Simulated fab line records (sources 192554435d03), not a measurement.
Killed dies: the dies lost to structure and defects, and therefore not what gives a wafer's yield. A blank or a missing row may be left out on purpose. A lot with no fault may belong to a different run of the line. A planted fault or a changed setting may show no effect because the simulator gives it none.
The tool behind it: which one? + flow n5_finfet + 72 wafers from 24 lots sampled at 3 of the route's 1938 steps

WHAT EACH GAUGE READ, for each wafer
N5_BEOL_M7_INSPECT_58: inspects for defects (darkfield). Usual: raw_defect_count 70, standard deviation 25.
| lot  | measured     | on                | raw_defect_count | flag |
|------|--------------|-------------------|------------------|------|
| L075 | day 8 19:59  | defect_inspect-02 | 72 68 78         |      |
| L074 | day 8 20:41  | defect_inspect-02 | 87 79 56         |      |
| L076 | day 9 15:38  | defect_inspect-01 | 73 65 77         |      |
| L077 | day 9 23:21  | defect_inspect-01 | 101 55 69        |      |
| L078 | day 10 00:38 | defect_inspect-02 | 112 81 96        |      |
| L079 | day 10 02:25 | defect_inspect-02 | 146 102 78       |      |
| L080 | day 10 13:16 | defect_inspect-02 | 33 63 42         |      |
| L081 | day 10 22:55 | defect_inspect-02 | 47 60 42         |      |
| L083 | day 11 04:13 | defect_inspect-01 | 80 81 71         |      |
| L082 | day 11 05:11 | defect_inspect-01 | 84 53 48         |      |
| L084 | day 11 08:19 | defect_inspect-01 | 58 72 64         |      |
| L086 | day 12 01:08 | defect_inspect-01 | 109 129 90       |      |
| L087 | day 12 09:08 | defect_inspect-01 | 49 82 48         |      |
| L085 | day 12 09:22 | defect_inspect-02 | 46 41 68         |      |
| L088 | day 13 11:22 | defect_inspect-02 | 79 101 68        |      |
| L090 | day 13 11:46 | defect_inspect-02 | 125 145 98       |      |
| L089 | day 13 12:24 | defect_inspect-02 | 126 91 119       |      |
| L091 | day 13 19:44 | defect_inspect-01 | 47 39 62         |      |
| L093 | day 14 02:34 | defect_inspect-01 | 58 77 96         |      |
| L092 | day 14 17:47 | defect_inspect-01 | 69 48 26         |      |
| L094 | day 14 19:20 | defect_inspect-01 | 99 86 42         |      |
| L095 | day 15 03:22 | defect_inspect-02 | 51 94 63         |      |
| L096 | day 15 11:35 | defect_inspect-01 | 59 26 51         |      |
| L097 | day 16 02:24 | defect_inspect-02 | 53 82 66         |      |

N5_BEOL_M9_OVL_MEAS_29. Usual: V8_OVL typically reads -0.1 nm, with standard deviation 0.64.
| lot  | measured     | on         | V8_OVL (nm)    | flag |
|------|--------------|------------|----------------|------|
| L075 | day 9 11:43  | overlay-02 | -0.7 -1.7 -0.9 |      |
| L074 | day 9 11:53  | overlay-01 | 0.0 0.0 -0.3   |      |
| L076 | day 10 02:52 | overlay-02 | -0.7 0.0 -2.5  |      |
| L077 | day 10 11:28 | overlay-01 | -0.6 0.3 -0.1  |      |
| L078 | day 10 11:38 | overlay-02 | 0.3 0.2 -0.3   |      |
| L079 | day 10 13:23 | overlay-02 | 0.7 0.5 0.9    |      |
| L080 | day 11 02:32 | overlay-01 | -0.3 -0.1 0.0  |      |
| L081 | day 11 10:10 | overlay-02 | 0.1 -0.1 0.7   |      |
| L083 | day 11 12:10 | overlay-01 | -0.7 -0.7 -0.3 |      |
| L082 | day 11 17:40 | overlay-01 | -0.6 0.7 0.4   |      |
| L084 | day 11 20:44 | overlay-01 | -0.5 0.3 -0.6  |      |
| L086 | day 12 19:34 | overlay-01 | -0.3 0.3 0.2   |      |
| L087 | day 13 00:48 | overlay-02 | -0.1 -0.4 0.7  |      |
| L085 | day 13 00:20 | overlay-01 | -0.1 -0.4 0.9  |      |
| L088 | day 13 23:20 | overlay-02 | -0.3 0.2 0.3   |      |
| L090 | day 14 05:02 | overlay-02 | -0.1 -0.5 -0.1 |      |
| L089 | day 13 23:10 | overlay-01 | -0.7 -0.6 0.3  |      |
| L091 | day 14 08:20 | overlay-02 | 1.4 0.6 0.6    |      |
| L093 | day 14 16:12 | overlay-01 | 0.7 -1.4 -0.1  |      |
| L092 | day 15 02:32 | overlay-01 | 0.1 0.5 -0.6   |      |
| L094 | day 15 08:22 | overlay-01 | -1.6 -1.8 -0.4 |      |
| L095 | day 15 18:59 | overlay-02 | -0.5 0.3 0.5   |      |
| L096 | day 16 00:55 | overlay-02 | -0.6 0.4 -0.4  |      |
| L097 | day 16 16:23 | overlay-01 | 1.3 1.0 0.3    |      |

EACH LOT AND THE TOOL THAT RAN IT (in order: tool; ch and the chambers of the sampled wafers; start)
| lot  | N5_BEOL_M7_SURFACE_TREAT_79  |
|------|------------------------------|
| L075 | pvd_sputter-01, day 8 18:25  |
| L074 | pvd_sputter-02, day 8 19:13  |
| L076 | pvd_sputter-01, day 9 14:09  |
| L077 | pvd_sputter-02, day 9 21:53  |
| L078 | pvd_sputter-01, day 9 22:43  |
| L079 | pvd_sputter-02, day 10 01:11 |
| L080 | pvd_sputter-02, day 10 11:48 |
| L081 | pvd_sputter-01, day 10 21:31 |
| L083 | pvd_sputter-02, day 11 02:25 |
| L082 | pvd_sputter-01, day 11 03:58 |
| L084 | pvd_sputter-01, day 11 07:09 |
| L086 | pvd_sputter-01, day 11 22:40 |
| L087 | pvd_sputter-01, day 12 07:49 |
| L085 | pvd_sputter-03, day 12 07:55 |
| L088 | pvd_sputter-01, day 13 10:01 |
| L090 | pvd_sputter-01, day 13 10:34 |
| L089 | pvd_sputter-01, day 13 11:14 |
| L091 | pvd_sputter-03, day 13 18:28 |
| L093 | pvd_sputter-01, day 14 01:17 |
| L092 | pvd_sputter-01, day 14 16:25 |
| L094 | pvd_sputter-01, day 14 18:02 |
| L095 | pvd_sputter-02, day 15 02:02 |
| L096 | pvd_sputter-01, day 15 10:08 |
| L097 | pvd_sputter-03, day 15 23:23 |
- N5_BEOL_M7_SURFACE_TREAT_79

AS READ BY THE TOOLS THEMSELVES (means over the sampled wafers that have a number; for cases with no such wafer, the mark the record gives instead)
The record holds no such reading with a usual standard deviation.

THE ANSWER, worked out from the rows above alone
Rule: take the mean of a lot's wafers that have a number; if it is more than 3 standard deviations from the usual mean, the lot is off. Also off: a lot with no number at a reading for which 4 or more lots have one. The other lots that the step has rows for count as sound. The gauges are gone through in route order, then the tools' own readings, and for those a lot's mean is taken as printed above. At the first step where some lot is off, the reading lying furthest off is the one used; lots without a number count as furthest.
No lot is off at any reading shown: from this, nothing can be told.

WHAT HAD BEEN PUT IN BY THE SIMULATOR
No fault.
